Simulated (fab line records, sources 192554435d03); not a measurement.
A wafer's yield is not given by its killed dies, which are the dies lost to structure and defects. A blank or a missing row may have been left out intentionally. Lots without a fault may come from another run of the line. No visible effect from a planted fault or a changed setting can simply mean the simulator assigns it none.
Split-lot study ; flow n5Finfet ; on a route of 1938 steps: 7 lots, 21 wafers read

== THE SPLIT ITSELF ==
At N5_BEOL_M9_ILD_DEP_00 (deposits SiCOH lowk from DEMS/porogen, target thk 308.51 nm, time 58 s), the setting timeS was moved away from the recipe's 58 s on 6 of the 21 wafers read, by -13.6% to +4.9%. All remaining wafers had this setting at the recipe value.

== THE PATH FROM SPLIT TO READING: the file shows 1 step between them ==
- N5_BEOL_M9_CURE_71: cures SiCOH lowk, time 240 s

== THE READING ==
M9_ILD_THK (nm), taken at N5_BEOL_M9_THK_MEAS_01. Typical for fault-free wafers on this fab line: 268 nm, with standard deviation 3.7 nm.

wafer;tool, chamber at the split;timeS as run, s;against the recipe;M9_ILD_THK, nm;against lot-mates on the recipe
L077.4;pecvd-02, 0;58;recipe;269;-
L077.5;pecvd-02, 1;58;recipe;270;-
L077.6;pecvd-02, 2;58;recipe;270;-
L084.1;pecvd-02, 0;58;recipe;269;-
L084.5;pecvd-02, 1;58;recipe;270;-
L084.6;pecvd-02, 0;58;recipe;270;-
L085.1;pecvd-03, 2;50.11;-13.6%;233;-31
L085.3;pecvd-03, 1;58;recipe;262;-
L085.6;pecvd-03, 0;58;recipe;266;-
L087.1;pecvd-01, 1;52.17;-10.1%;233;-31
L087.3;pecvd-01, 0;58;recipe;264;-
L087.5;pecvd-01, 1;52.17;-10.1%;239;-25
L091.1;pecvd-03, 1;58;recipe;261;-
L091.2;pecvd-03, 2;60.86;+4.9%;282;+15
L091.4;pecvd-03, 2;58;recipe;273;-
L090.1;pecvd-01, 1;58;recipe;261;-
L090.2;pecvd-01, 2;53.64;-7.5%;247;-14
L090.3;pecvd-01, 0;53.64;-7.5%;244;-17
L093.2;pecvd-01, 2;58;recipe;272;-
L093.3;pecvd-01, 1;58;recipe;267;-
L093.4;pecvd-01, 2;58;recipe;275;-

FIT RESULTS
A straight line over all 21 wafers: M9_ILD_THK changes by +2.89 nm for each +1% of timeS; r = +0.96; the points scatter about the line by 4.1 nm.
The same after taking each lot's own level away (the mean of its wafers on the recipe; 21 wafers): +2.49 nm for each +1%; r = +0.97; scatter 3.2 nm.
That fit puts the effect of the largest move of timeS on the reading at 34 nm.
The span of the lots' own levels, 261.0 to 271.3 nm, comes to 2.8 times the standard deviation stated above.
So the lot-to-lot level changes the slope: the two fits differ.
Check: -34.9 nm against its lot-mates is what the line predicts for one of the wafers moved furthest among these (-13.6%) when that wafer is left out of the fit. It came out at -31 nm against them.

== THE OTHER SPLITS THESE WAFERS WENT THROUGH ==
Other splits were also applied to these wafers ahead of the reading. Each is held against what the fit with the lots' levels taken away leaves over:
other split on the same wafers;wafers away from the commonest value;r with M9_ILD_THK (lot level and that fit taken away)
N5_BEOL_M7_DESCUM_33 timeS;11;+0.21
N5_BEOL_M8_ETCH_65 sourceW;6;+0.03

== THE WHOLE CHAIN: every reading that the file lists as answering this split, in the file's order ==
step;what it does;reading;change (the file's fit);r (the file's)
N5_BEOL_M9_ILD_DEP_00;deposits SiCOH lowk from DEMS/porogen, target thk 308.51 nm, time 58 s;SiCOH_lowk_of_BEOL_M9_ILD_DEP_00.thkNm (the simulator's own value, which no gauge read);+2.74 nm for each +1% of the setting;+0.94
N5_BEOL_M9_CURE_71;cures SiCOH lowk, time 240 s;SiCOH_lowk_of_BEOL_M9_ILD_DEP_00.thkNm (the simulator's own value, which no gauge read);+2.41 nm for each +1% of the setting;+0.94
N5_BEOL_M9_THK_MEAS_01;;M9_ILD_THK;+2.42 for each +1% of the setting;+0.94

== THE FILE'S OWN FIT ==
M9_ILD_THK changes by +2.42 nm for each +1% of timeS, r = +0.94.
